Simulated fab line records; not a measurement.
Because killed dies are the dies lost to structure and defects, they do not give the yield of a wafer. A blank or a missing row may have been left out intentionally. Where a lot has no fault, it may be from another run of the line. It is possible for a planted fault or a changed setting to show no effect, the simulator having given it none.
fab line records || flow n5-finfet || part 2 of 2: steps 20 to 31 of 31
[record] {"lots": 5, "wafers": 15, "last-day": 18}
route steps=1938 shown BEOL_M13@1693 BEOL_M14@1716
lots with no fault: from the same line, run without faults
start-h: the number of hours between the record's first day and the start of the first shown wafer of the lot || wait-h: hours elapsed since this lot's preceding step || " unchanged from the row above || L1.1+2: a row that stands for several wafers || - no value present, or no start provided || * or withheld: withheld || < > ~ a bound
route shown NAME@n: NAME is a module with steps in the file, n the number in the route of the first one || usual: mean and standard deviation over wafers with no fault || same: alike in all rows || chamber/n: place in a boat || sites: the reading at each site || _std_site: how widely they spread, as a standard deviation || _edge_site: the outer-site mean with the inner-site mean subtracted || radius-mm: for every site, how far away it sits from the centre of the wafer || mask NAME#n: copy n || behind: the tool/chamber that last shaped the wafer || hold: why the lot was held/for how many hours/how that ended || device: names the non-switching transistor (n, p or np) || end of line: tests run on the same wafers once the route is complete || a step without rows: its recipe alone || killed: dies that structure and defects cost at the first sort, which is not the same as the wafer's yield || map: a wafer's dies, marking killed ones x, the rest . and places with no die _
set.NAME: the run value of the setting; set.NAME@STEP: its run value at that earlier step || model.NAME: the simulator's own value behind a step, which no gauge read
certain route steps with their lots: each step a table, each wafer a row
services: from which hour (start-h, from the record's first day; less than 0 if before it) a tool's chamber was out of use, for how many hours, and why
[[steps]]
[step N5_BEOL_M13_PRE_CLEAN_52]
[recipe] {"gas": "NH3", "time-s": 15, "temp-c": "withheld", "rf-power-w": 300}
{"lot.wafer": "L079.3+4+6", "tool": "pecvd-02", "chamber": "2,0,1", "start-h": 285.06, "wait-h": 0.0}
{"lot.wafer": "L084.1+5+6", "tool": "pecvd-03", "chamber": "0,2,1", "start-h": 312.89, "wait-h": 0.0}
{"lot.wafer": "L093.3+4+5", "tool": "pecvd-03", "chamber": "2,1,2", "start-h": 365.45, "wait-h": 0.0}
{"lot.wafer": "L095.2+4+6", "tool": "pecvd-04", "chamber": "1,1,2", "start-h": 386.76, "wait-h": 0.0}
{"lot.wafer": "L097.3+5+6", "tool": "pecvd-03", "chamber": "0,0,2", "start-h": 392.60, "wait-h": 0.0}
[step N5_BEOL_M13_DEP_53]
[recipe] {"material": "SiCN", "target-thk-a": 500, "temp-c": "withheld", "precursor": "3MS/NH3", "pressure-torr": 3, "rf-w": 675, "time-s": 17.8}
[usual] {"showerhead-plenum-p-Torr": "4.157/0.022", "throttle-valve-pct": "18.0/1.2"}
{"lot.wafer": "L079.3", "tool": "pecvd-02", "chamber": 2, "start-h": 285.08, "wait-h": 0.0, "showerhead-plenum-p-Torr": 4.129, "throttle-valve-pct": 18.1}
{"lot.wafer": "L079.4", "tool": "pecvd-02", "chamber": 0, "start-h": 285.08, "wait-h": 0.0, "showerhead-plenum-p-Torr": 4.146, "throttle-valve-pct": 16.9}
{"lot.wafer": "L079.6", "tool": "pecvd-02", "chamber": 1, "start-h": 285.08, "wait-h": 0.0, "showerhead-plenum-p-Torr": 4.155, "throttle-valve-pct": 18.6}
{"lot.wafer": "L084.1", "tool": "pecvd-03", "chamber": 0, "start-h": 312.91, "wait-h": 0.0, "showerhead-plenum-p-Torr": 4.156, "throttle-valve-pct": 17.6}
{"lot.wafer": "L084.5", "tool": "pecvd-03", "chamber": 2, "start-h": 312.91, "wait-h": 0.0, "showerhead-plenum-p-Torr": 4.137, "throttle-valve-pct": 16.4}
{"lot.wafer": "L084.6", "tool": "pecvd-03", "chamber": 1, "start-h": 312.91, "wait-h": 0.0, "showerhead-plenum-p-Torr": 4.204, "throttle-valve-pct": 18.5}
{"lot.wafer": "L093.3", "tool": "pecvd-03", "chamber": 2, "start-h": 365.48, "wait-h": 0.0, "showerhead-plenum-p-Torr": 4.134, "throttle-valve-pct": 16.4}
{"lot.wafer": "L093.4", "tool": "pecvd-03", "chamber": 1, "start-h": 365.48, "wait-h": 0.0, "showerhead-plenum-p-Torr": 4.203, "throttle-valve-pct": 18.8}
{"lot.wafer": "L093.5", "tool": "pecvd-03", "chamber": 2, "start-h": 365.48, "wait-h": 0.0, "showerhead-plenum-p-Torr": 4.138, "throttle-valve-pct": 16.8}
{"lot.wafer": "L095.2", "tool": "pecvd-04", "chamber": 1, "start-h": 386.78, "wait-h": 0.0, "showerhead-plenum-p-Torr": 4.165, "throttle-valve-pct": 20.9}
{"lot.wafer": "L095.4", "tool": "pecvd-04", "chamber": 1, "start-h": 386.78, "wait-h": 0.0, "showerhead-plenum-p-Torr": 4.153, "throttle-valve-pct": 20.6}
{"lot.wafer": "L095.6", "tool": "pecvd-04", "chamber": 2, "start-h": 386.78, "wait-h": 0.0, "showerhead-plenum-p-Torr": 4.139, "throttle-valve-pct": 16.7}
{"lot.wafer": "L097.3", "tool": "pecvd-03", "chamber": 0, "start-h": 392.63, "wait-h": 0.0, "showerhead-plenum-p-Torr": 4.166, "throttle-valve-pct": 17.8}
{"lot.wafer": "L097.5", "tool": "pecvd-03", "chamber": 0, "start-h": 392.63, "wait-h": 0.0, "showerhead-plenum-p-Torr": 4.160, "throttle-valve-pct": 17.7}
{"lot.wafer": "L097.6", "tool": "pecvd-03", "chamber": 2, "start-h": 392.63, "wait-h": 0.0, "showerhead-plenum-p-Torr": 4.132, "throttle-valve-pct": 16.8}
[step N5_BEOL_M13_RS_MEAS_54]
[recipe] {"thk-meas-gauge": "four-point-probe", "reads": "Cu_of_BEOL_M13_ECD_47+Ta_of_BEOL_M13_SPUTTER_44+TaN_of_BEOL_M13_SPUTTER_43"}
[usual] {"M13_RS": "0.0452/0.0007"}
{"lot.wafer": "L079.3", "tool": "film-metro-02", "chamber": "-", "start-h": 285.15, "wait-h": 0.1, "M13_RS[ohm/sq]": 0.0456}
{"lot.wafer": "L079.4", "tool": "film-metro-02", "chamber": "-", "start-h": 285.15, "wait-h": 0.1, "M13_RS[ohm/sq]": 0.0457}
{"lot.wafer": "L079.6", "tool": "film-metro-02", "chamber": "-", "start-h": 285.15, "wait-h": 0.1, "M13_RS[ohm/sq]": 0.0462}
{"lot.wafer": "L084.1", "tool": "film-metro-02", "chamber": "-", "start-h": 312.98, "wait-h": 0.0, "M13_RS[ohm/sq]": 0.0452}
{"lot.wafer": "L084.5", "tool": "film-metro-02", "chamber": "-", "start-h": 312.98, "wait-h": 0.0, "M13_RS[ohm/sq]": 0.0448}
{"lot.wafer": "L084.6", "tool": "film-metro-02", "chamber": "-", "start-h": 312.98, "wait-h": 0.0, "M13_RS[ohm/sq]": 0.0447}
{"lot.wafer": "L093.3", "tool": "film-metro-01", "chamber": "-", "start-h": 365.54, "wait-h": 0.1, "M13_RS[ohm/sq]": 0.0452}
{"lot.wafer": "L093.4", "tool": "film-metro-01", "chamber": "-", "start-h": 365.54, "wait-h": 0.1, "M13_RS[ohm/sq]": 0.0457}
{"lot.wafer": "L093.5", "tool": "film-metro-01", "chamber": "-", "start-h": 365.54, "wait-h": 0.1, "M13_RS[ohm/sq]": 0.0449}
{"lot.wafer": "L095.2", "tool": "film-metro-01", "chamber": "-", "start-h": 386.85, "wait-h": 0.1, "M13_RS[ohm/sq]": 0.0441}
{"lot.wafer": "L095.4", "tool": "film-metro-01", "chamber": "-", "start-h": 386.85, "wait-h": 0.1, "M13_RS[ohm/sq]": 0.0443}
{"lot.wafer": "L095.6", "tool": "film-metro-01", "chamber": "-", "start-h": 386.85, "wait-h": 0.1, "M13_RS[ohm/sq]": 0.0441}
{"lot.wafer": "L097.3", "tool": "film-metro-02", "chamber": "-", "start-h": 392.69, "wait-h": 0.1, "M13_RS[ohm/sq]": 0.0457}
{"lot.wafer": "L097.5", "tool": "film-metro-02", "chamber": "-", "start-h": 392.69, "wait-h": 0.1, "M13_RS[ohm/sq]": 0.0450}
{"lot.wafer": "L097.6", "tool": "film-metro-02", "chamber": "-", "start-h": 392.69, "wait-h": 0.1, "M13_RS[ohm/sq]": 0.0451}
[step N5_BEOL_M13_INSPECT_55]
[recipe] {"inspect-instrument": "darkfield", "mode": "post-dep"}
[usual] {"raw-defect-count": "67/21"}
{"lot.wafer": "L079.3", "tool": "defect-inspect-01", "chamber": "-", "start-h": 285.18, "wait-h": 0.0, "raw-defect-count": 59}
{"lot.wafer": "L079.4", "tool": "defect-inspect-01", "chamber": "-", "start-h": 285.18, "wait-h": 0.0, "raw-defect-count": 62}
{"lot.wafer": "L079.6", "tool": "defect-inspect-01", "chamber": "-", "start-h": 285.18, "wait-h": 0.0, "raw-defect-count": 50}
{"lot.wafer": "L084.1", "tool": "defect-inspect-02", "chamber": "-", "start-h": 313.01, "wait-h": 0.0, "raw-defect-count": 78}
{"lot.wafer": "L084.5", "tool": "defect-inspect-02", "chamber": "-", "start-h": 313.01, "wait-h": 0.0, "raw-defect-count": 69}
{"lot.wafer": "L084.6", "tool": "defect-inspect-02", "chamber": "-", "start-h": 313.01, "wait-h": 0.0, "raw-defect-count": 127}
{"lot.wafer": "L093.3", "tool": "defect-inspect-01", "chamber": "-", "start-h": 365.57, "wait-h": 0.0, "raw-defect-count": 48}
{"lot.wafer": "L093.4", "tool": "defect-inspect-01", "chamber": "-", "start-h": 365.57, "wait-h": 0.0, "raw-defect-count": 74}
{"lot.wafer": "L093.5", "tool": "defect-inspect-01", "chamber": "-", "start-h": 365.57, "wait-h": 0.0, "raw-defect-count": 81}
{"lot.wafer": "L095.2", "tool": "defect-inspect-02", "chamber": "-", "start-h": 386.87, "wait-h": 0.0, "raw-defect-count": 120}
{"lot.wafer": "L095.4", "tool": "defect-inspect-02", "chamber": "-", "start-h": 386.87, "wait-h": 0.0, "raw-defect-count": 65}
{"lot.wafer": "L095.6", "tool": "defect-inspect-02", "chamber": "-", "start-h": 386.87, "wait-h": 0.0, "raw-defect-count": 80}
{"lot.wafer": "L097.3", "tool": "defect-inspect-02", "chamber": "-", "start-h": 392.72, "wait-h": 0.0, "raw-defect-count": 60}
{"lot.wafer": "L097.5", "tool": "defect-inspect-02", "chamber": "-", "start-h": 392.72, "wait-h": 0.0, "raw-defect-count": 75}
{"lot.wafer": "L097.6", "tool": "defect-inspect-02", "chamber": "-", "start-h": 392.72, "wait-h": 0.0, "raw-defect-count": 72}
[step N5_BEOL_M14_ILD_DEP_00]
[recipe] {"material": "SiO2", "target-thk-a": 11193, "temp-c": 400, "precursor": "TEOS/O2", "pressure-torr": 6.5, "rf-w": 900, "teos-flow-sccm": 161.4, "gas": "O2", "flow-sccm": 2650, "time-s": 237.4}
[usual] {"heater-power-w": "496/97", "showerhead-plenum-p-Torr": "8.35/0.041", "susceptor-temp-C": "399.98/0.22", "throttle-valve-pct": "18.0/0.89"}
{"lot.wafer": "L079.3", "tool": "pecvd-03", "chamber": 2, "start-h": 285.21, "wait-h": 0.0, "heater-power-w": 441, "showerhead-plenum-p-Torr": 8.31, "susceptor-temp-C": 399.67, "throttle-valve-pct": 17.1}
{"lot.wafer": "L079.4", "tool": "pecvd-03", "chamber": 1, "start-h": 285.21, "wait-h": 0.0, "heater-power-w": 648, "showerhead-plenum-p-Torr": 8.43, "susceptor-temp-C": 399.94, "throttle-valve-pct": 19.3}
{"lot.wafer": "L079.6", "tool": "pecvd-03", "chamber": 0, "start-h": 285.21, "wait-h": 0.0, "heater-power-w": 517, "showerhead-plenum-p-Torr": 8.35, "susceptor-temp-C": 399.82, "throttle-valve-pct": 18.1}
{"lot.wafer": "L084.1", "tool": "pecvd-03", "chamber": 0, "start-h": 313.04, "wait-h": 0.0, "heater-power-w": 555, "showerhead-plenum-p-Torr": 8.36, "susceptor-temp-C": 400.15, "throttle-valve-pct": 18.2}
{"lot.wafer": "L084.5", "tool": "pecvd-03", "chamber": 2, "start-h": 313.04, "wait-h": 0.0, "heater-power-w": 390, "showerhead-plenum-p-Torr": 8.30, "susceptor-temp-C": 400.19, "throttle-valve-pct": 16.9}
{"lot.wafer": "L084.6", "tool": "pecvd-03", "chamber": 1, "start-h": 313.04, "wait-h": 0.0, "heater-power-w": 659, "showerhead-plenum-p-Torr": 8.40, "susceptor-temp-C": 399.92, "throttle-valve-pct": 19.6}
{"lot.wafer": "L093.3", "tool": "pecvd-01", "chamber": 0, "start-h": 365.60, "wait-h": 0.0, "heater-power-w": 459, "showerhead-plenum-p-Torr": 8.35, "susceptor-temp-C": 399.77, "throttle-valve-pct": 18.2}
{"lot.wafer": "L093.4", "tool": "pecvd-01", "chamber": 1, "start-h": 365.60, "wait-h": 0.0, "heater-power-w": 371, "showerhead-plenum-p-Torr": 8.30, "susceptor-temp-C": 399.72, "throttle-valve-pct": 17.9}
{"lot.wafer": "L093.5", "tool": "pecvd-01", "chamber": 2, "start-h": 365.60, "wait-h": 0.0, "heater-power-w": 403, "showerhead-plenum-p-Torr": 8.41, "susceptor-temp-C": 400.08, "throttle-valve-pct": 16.5}
{"lot.wafer": "L095.2", "tool": "pecvd-03", "chamber": 2, "start-h": 386.91, "wait-h": 0.0, "heater-power-w": 377, "showerhead-plenum-p-Torr": 8.32, "susceptor-temp-C": 399.98, "throttle-valve-pct": 17.3}
{"lot.wafer": "L095.4", "tool": "pecvd-03", "chamber": 1, "start-h": 386.91, "wait-h": 0.0, "heater-power-w": 536, "showerhead-plenum-p-Torr": 8.40, "susceptor-temp-C": 400.05, "throttle-valve-pct": 19.3}
{"lot.wafer": "L095.6", "tool": "pecvd-03", "chamber": 2, "start-h": 386.91, "wait-h": 0.0, "heater-power-w": 411, "showerhead-plenum-p-Torr": 8.31, "susceptor-temp-C": 399.95, "throttle-valve-pct": 17.3}
{"lot.wafer": "L097.3", "tool": "pecvd-03", "chamber": 1, "start-h": 392.76, "wait-h": 0.0, "heater-power-w": 601, "showerhead-plenum-p-Torr": 8.41, "susceptor-temp-C": 399.66, "throttle-valve-pct": 19.3}
{"lot.wafer": "L097.5", "tool": "pecvd-03", "chamber": 1, "start-h": 392.76, "wait-h": 0.0, "heater-power-w": 670, "showerhead-plenum-p-Torr": 8.42, "susceptor-temp-C": 399.93, "throttle-valve-pct": 19.6}
{"lot.wafer": "L097.6", "tool": "pecvd-03", "chamber": 0, "start-h": 392.76, "wait-h": 0.0, "heater-power-w": 662, "showerhead-plenum-p-Torr": 8.37, "susceptor-temp-C": 399.95, "throttle-valve-pct": 18.4}
[step N5_BEOL_M14_THK_MEAS_01]
[recipe] {"reads": "SiO2_of_BEOL_M14_ILD_DEP_00"}
[usual] {"M14_ILD_THK": "1118/18"}
{"lot.wafer": "L079.3", "tool": "film-metro-02", "chamber": "-", "start-h": 285.40, "wait-h": 0.1, "M14_ILD_THK[nm]": 1118}
{"lot.wafer": "L079.4", "tool": "film-metro-02", "chamber": "-", "start-h": 285.40, "wait-h": 0.1, "M14_ILD_THK[nm]": 1135}
{"lot.wafer": "L079.6", "tool": "film-metro-02", "chamber": "-", "start-h": 285.40, "wait-h": 0.1, "M14_ILD_THK[nm]": 1130}
{"lot.wafer": "L084.1", "tool": "film-metro-01", "chamber": "-", "start-h": 313.23, "wait-h": 0.1, "M14_ILD_THK[nm]": 1106}
{"lot.wafer": "L084.5", "tool": "film-metro-01", "chamber": "-", "start-h": 313.23, "wait-h": 0.1, "M14_ILD_THK[nm]": 1141}
{"lot.wafer": "L084.6", "tool": "film-metro-01", "chamber": "-", "start-h": 313.23, "wait-h": 0.1, "M14_ILD_THK[nm]": 1141}
{"lot.wafer": "L093.3", "tool": "film-metro-02", "chamber": "-", "start-h": 365.80, "wait-h": 0.1, "M14_ILD_THK[nm]": 1120}
{"lot.wafer": "L093.4", "tool": "film-metro-02", "chamber": "-", "start-h": 365.80, "wait-h": 0.1, "M14_ILD_THK[nm]": 1104}
{"lot.wafer": "L093.5", "tool": "film-metro-02", "chamber": "-", "start-h": 365.80, "wait-h": 0.1, "M14_ILD_THK[nm]": 1112}
{"lot.wafer": "L095.2", "tool": "film-metro-02", "chamber": "-", "start-h": 387.10, "wait-h": 0.1, "M14_ILD_THK[nm]": 1116}
{"lot.wafer": "L095.4", "tool": "film-metro-02", "chamber": "-", "start-h": 387.10, "wait-h": 0.1, "M14_ILD_THK[nm]": 1141}
{"lot.wafer": "L095.6", "tool": "film-metro-02", "chamber": "-", "start-h": 387.10, "wait-h": 0.1, "M14_ILD_THK[nm]": 1136}
{"lot.wafer": "L097.3", "tool": "film-metro-01", "chamber": "-", "start-h": 392.95, "wait-h": 0.1, "M14_ILD_THK[nm]": 1128}
{"lot.wafer": "L097.5", "tool": "film-metro-01", "chamber": "-", "start-h": 392.95, "wait-h": 0.1, "M14_ILD_THK[nm]": 1130}
{"lot.wafer": "L097.6", "tool": "film-metro-01", "chamber": "-", "start-h": 392.95, "wait-h": 0.1, "M14_ILD_THK[nm]": 1124}
[step N5_BEOL_M14_COAT_58]
[recipe] {"resist": "BARC", "temp-c": 205, "time-s": 60, "spin-rpm": 1500, "resist-thk-nm": 89}
{"lot.wafer": "L079.3+4+6", "tool": "litho-track-04", "chamber": 0, "start-h": 285.43, "wait-h": 0.0}
{"lot.wafer": "L084.1+5+6", "tool": "litho-track-04", "chamber": 0, "start-h": 313.26, "wait-h": 0.0}
{"lot.wafer": "L093.3+4+5", "tool": "litho-track-01", "chamber": 0, "start-h": 365.83, "wait-h": 0.0}
{"lot.wafer": "L095.2+4+6", "tool": "litho-track-04", "chamber": 0, "start-h": 387.13, "wait-h": 0.0}
{"lot.wafer": "L097.3+5+6", "tool": "litho-track-03", "chamber": 0, "start-h": 392.98, "wait-h": 0.0}
[step N5_BEOL_M14_COAT_04]
[recipe] {"spin-rpm": 1704, "resist-thk-nm": 800}
{"lot.wafer": "L079.3+4+6", "tool": "litho-track-04", "chamber": 0, "start-h": "-", "wait-h": "-"}
{"lot.wafer": "L084.1+5+6", "tool": "litho-track-04", "chamber": 0, "start-h": "-", "wait-h": "-"}
{"lot.wafer": "L093.3+4+5", "tool": "litho-track-01", "chamber": 0, "start-h": "-", "wait-h": "-"}
{"lot.wafer": "L095.2+4+6", "tool": "litho-track-04", "chamber": 0, "start-h": "-", "wait-h": "-"}
{"lot.wafer": "L097.3+5+6", "tool": "litho-track-03", "chamber": 0, "start-h": "-", "wait-h": "-"}
[step N5_BEOL_M14_EBR_06]
[recipe] {"solvent": "PGMEA", "ebr-width-mm": 1.5}
{"lot.wafer": "L079.3+4+6", "tool": "litho-track-04", "chamber": 0, "start-h": "-", "wait-h": "-"}
{"lot.wafer": "L084.1+5+6", "tool": "litho-track-04", "chamber": 0, "start-h": "-", "wait-h": "-"}
{"lot.wafer": "L093.3+4+5", "tool": "litho-track-01", "chamber": 0, "start-h": "-", "wait-h": "-"}
{"lot.wafer": "L095.2+4+6", "tool": "litho-track-04", "chamber": 0, "start-h": "-", "wait-h": "-"}
{"lot.wafer": "L097.3+5+6", "tool": "litho-track-03", "chamber": 0, "start-h": "-", "wait-h": "-"}
[step N5_BEOL_M14_SOFTBAKE_05]
[recipe] {"temp-c": 130, "time-s": 60}
{"lot.wafer": "L079.3+4+6", "tool": "litho-track-04", "chamber": 0, "start-h": "-", "wait-h": "-"}
{"lot.wafer": "L084.1+5+6", "tool": "litho-track-04", "chamber": 0, "start-h": "-", "wait-h": "-"}
{"lot.wafer": "L093.3+4+5", "tool": "litho-track-01", "chamber": 0, "start-h": "-", "wait-h": "-"}
{"lot.wafer": "L095.2+4+6", "tool": "litho-track-04", "chamber": 0, "start-h": "-", "wait-h": "-"}
{"lot.wafer": "L097.3+5+6", "tool": "litho-track-03", "chamber": 0, "start-h": "-", "wait-h": "-"}
[step N5_BEOL_M14_EXPOSE_07]
[recipe] {"mask-id": "V13", "na": 0.8, "source-shape": "annular", "sigma-inner": 0.5, "sigma-outer": 0.8, "polarization": "unpolarized", "attpsm-phase-deg": 180, "dose-mj": 57}
[same] {"sigma-outer": 0.8}
{"lot.wafer": "L079.3+4+6", "tool": "krf-scanner-01", "chamber": 0, "start-h": 285.67, "wait-h": "-", "mask": "V13#0"}
{"lot.wafer": "L084.1+5+6", "tool": "krf-scanner-01", "chamber": 0, "start-h": 313.38, "wait-h": "-", "mask": "V13#0"}
{"lot.wafer": "L093.3+4+5", "tool": "krf-scanner-01", "chamber": 0, "start-h": 365.94, "wait-h": "-", "mask": "V13#0"}
{"lot.wafer": "L095.2+4+6", "tool": "krf-scanner-02", "chamber": 0, "start-h": 387.36, "wait-h": "-", "mask": "V13#0"}
{"lot.wafer": "L097.3+5+6", "tool": "krf-scanner-01", "chamber": 0, "start-h": 393.09, "wait-h": "-", "mask": "V13#0"}
[step N5_BEOL_M14_PEB_08]
[recipe] {"peb-temp-c": 130, "peb-time-s": 90}
{"lot.wafer": "L079.3+4+6", "tool": "litho-track-04", "chamber": 0, "start-h": 285.72, "wait-h": 0.0}
{"lot.wafer": "L084.1+5+6", "tool": "litho-track-04", "chamber": 0, "start-h": 313.44, "wait-h": 0.1}
{"lot.wafer": "L093.3+4+5", "tool": "litho-track-04", "chamber": 0, "start-h": 365.99, "wait-h": 0.0}
{"lot.wafer": "L095.2+4+6", "tool": "litho-track-04", "chamber": 0, "start-h": 387.42, "wait-h": 0.0}
{"lot.wafer": "L097.3+5+6", "tool": "litho-track-03", "chamber": 0, "start-h": 393.14, "wait-h": 0.0}
[[services]]
{"tool": "cmp-02", "chamber": "-", "start-h": 259.65, "hours": 4.0, "kind": "pm"}
{"tool": "rie-diel-03", "chamber": "-", "start-h": 262.64, "hours": 0.5, "kind": "repair"}
{"tool": "cmp-04", "chamber": "-", "start-h": 264.38, "hours": 0.9, "kind": "repair"}
{"tool": "krf-scanner-01", "chamber": "-", "start-h": 266.05, "hours": 11.6, "kind": "pm"}
{"tool": "cmp-02", "chamber": "-", "start-h": 267.05, "hours": 16.2, "kind": "repair"}
{"tool": "plasma-asher-02", "chamber": "-", "start-h": 269.70, "hours": 2.1, "kind": "repair"}
{"tool": "krf-scanner-01", "chamber": "-", "start-h": 283.87, "hours": 1.3, "kind": "pm"}
{"tool": "plasma-asher-01", "chamber": "-", "start-h": 286.98, "hours": 0.7, "kind": "repair"}
{"tool": "ecd-cu-02", "chamber": "-", "start-h": 288.11, "hours": 6.3, "kind": "pm"}
{"tool": "cmp-02", "chamber": "-", "start-h": 289.29, "hours": 0.4, "kind": "repair"}
{"tool": "rie-diel-04", "chamber": 0, "start-h": 289.58, "hours": 7.4, "kind": "repair"}
{"tool": "plasma-asher-01", "chamber": "-", "start-h": 296.98, "hours": 0.4, "kind": "repair"}
{"tool": "rie-diel-04", "chamber": 2, "start-h": 306.17, "hours": 5.3, "kind": "repair"}
{"tool": "cmp-04", "chamber": "-", "start-h": 306.77, "hours": 4.9, "kind": "repair"}
{"tool": "ecd-cu-02", "chamber": "-", "start-h": 312.00, "hours": 0.6, "kind": "repair"}
{"tool": "plasma-asher-02", "chamber": "-", "start-h": 319.34, "hours": 0.4, "kind": "repair"}
{"tool": "pecvd-04", "chamber": "-", "start-h": 331.13, "hours": 1.0, "kind": "repair"}
{"tool": "ecd-cu-02", "chamber": "-", "start-h": 337.67, "hours": 1.5, "kind": "repair"}
{"tool": "rie-diel-03", "chamber": 2, "start-h": 342.53, "hours": 6.8, "kind": "repair"}
{"tool": "rie-diel-04", "chamber": 0, "start-h": 344.79, "hours": 4.5, "kind": "repair"}
{"tool": "cmp-02", "chamber": "-", "start-h": 348.11, "hours": 5.2, "kind": "repair"}
{"tool": "cmp-04", "chamber": "-", "start-h": 353.91, "hours": 4.0, "kind": "pm"}
{"tool": "krf-scanner-01", "chamber": "-", "start-h": 361.68, "hours": 0.5, "kind": "repair"}
{"tool": "wet-bench-05", "chamber": "-", "start-h": 365.24, "hours": 4.4, "kind": "pm"}
